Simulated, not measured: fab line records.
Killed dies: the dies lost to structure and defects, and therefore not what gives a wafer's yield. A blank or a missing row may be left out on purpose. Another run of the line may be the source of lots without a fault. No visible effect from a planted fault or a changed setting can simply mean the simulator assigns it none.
Matching of chambers | flow n5-finfet | rie-diel-04 running N5_GATE_CUT_ETCH_58: 4 sister chambers
The step etches SiNx in CH3F/O2, target depth 17 nm, time 128.6 s. 18 wafers are shown with their chamber, then 9 later ones without.

WAFERS, EACH WITH ITS CHAMBER
wafer  | chamber | showerhead-plenum-p-Torr (Torr) | drypump-motor-current-A (A) | throttle-valve-pct (%)
L078.2 | 3       | 1.98                            | 6.1                         | 16.60
L078.3 | 2       | 2.06                            | 5.5                         | 16.55
L078.6 | 1       | 2.03                            | 6.2                         | 16.18
L080.2 | 3       | 1.97                            | 6.1                         | 16.61
L080.4 | 0       | 1.88                            | 6.3                         | 16.45
L080.5 | 1       | 2.03                            | 6.2                         | 16.18
L083.4 | 1       | 2.02                            | 6.2                         | 16.22
L083.5 | 1       | 2.02                            | 6.2                         | 16.19
L083.6 | 0       | 1.87                            | 6.4                         | 16.43
L084.2 | 2       | 2.06                            | 5.5                         | 16.57
L084.4 | 0       | 1.87                            | 6.4                         | 16.46
L084.6 | 1       | 2.02                            | 6.2                         | 16.19
L087.1 | 2       | 2.06                            | 5.5                         | 16.57
L087.2 | 1       | 2.02                            | 6.2                         | 16.22
L087.3 | 0       | 1.87                            | 6.4                         | 16.45
L089.4 | 1       | 2.02                            | 6.2                         | 16.21
L089.5 | 3       | 1.97                            | 6.0                         | 16.16
L089.6 | 0       | 1.87                            | 6.4                         | 16.47

SIGNATURES, as means of the wafers listed above
reading                  | chamber 0 | chamber 1 | chamber 2 | chamber 3 | scatter within a chamber
showerhead-plenum-p-Torr | 1.8720    | 2.0229    | 2.0600    | 1.9733    | 0.00455
drypump-motor-current-A  | 6.380     | 6.200     | 5.500     | 6.067     | 0.0324
throttle-valve-pct       | 16.4520   | 16.1986   | 16.5633   | 16.4567   | 0.0982
Rule: distance of a wafer from a chamber = root of the sum over the readings of ((wafer's reading minus chamber's mean) / reading's scatter) squared. If the next closest chamber is less than 2 further off than the closest, the wafer can't be placed; otherwise it belongs to the closest. The scatter: the root of (the sum of the squares of (reading less its chamber's mean) over the shown wafers, divided by (wafers less chambers)).

WAFERS WITHOUT THEIR CHAMBER
wafer  | showerhead-plenum-p-Torr (Torr) | drypump-motor-current-A (A) | throttle-valve-pct (%)
L093.1 | 2.02                            | 6.2                         | 16.24
L093.4 | 2.05                            | 5.5                         | 16.13
L093.6 | 2.02                            | 6.2                         | 16.24
L095.2 | 2.01                            | 6.2                         | 16.25
L095.4 | 2.05                            | 5.5                         | 16.15
L095.5 | 2.05                            | 5.5                         | 16.16
L097.2 | 1.86                            | 6.4                         | 16.48
L097.3 | 1.97                            | 6.0                         | 16.22
L097.5 | 1.97                            | 6.0                         | 16.19

CHAMBER TAKEN BY EACH
wafer  | from the rows above | in truth
L093.1 | 1                   | 1
L093.4 | 2                   | 2
L093.6 | 1                   | 1
L095.2 | 1                   | 1
L095.4 | 2                   | 2
L095.5 | 2                   | 2
L097.2 | 0                   | 0
L097.3 | 3                   | 3
L097.5 | 3                   | 3
Correctly placed: 9 of 9. Number that these rows cannot place: 0. Wrongly placed: 0.
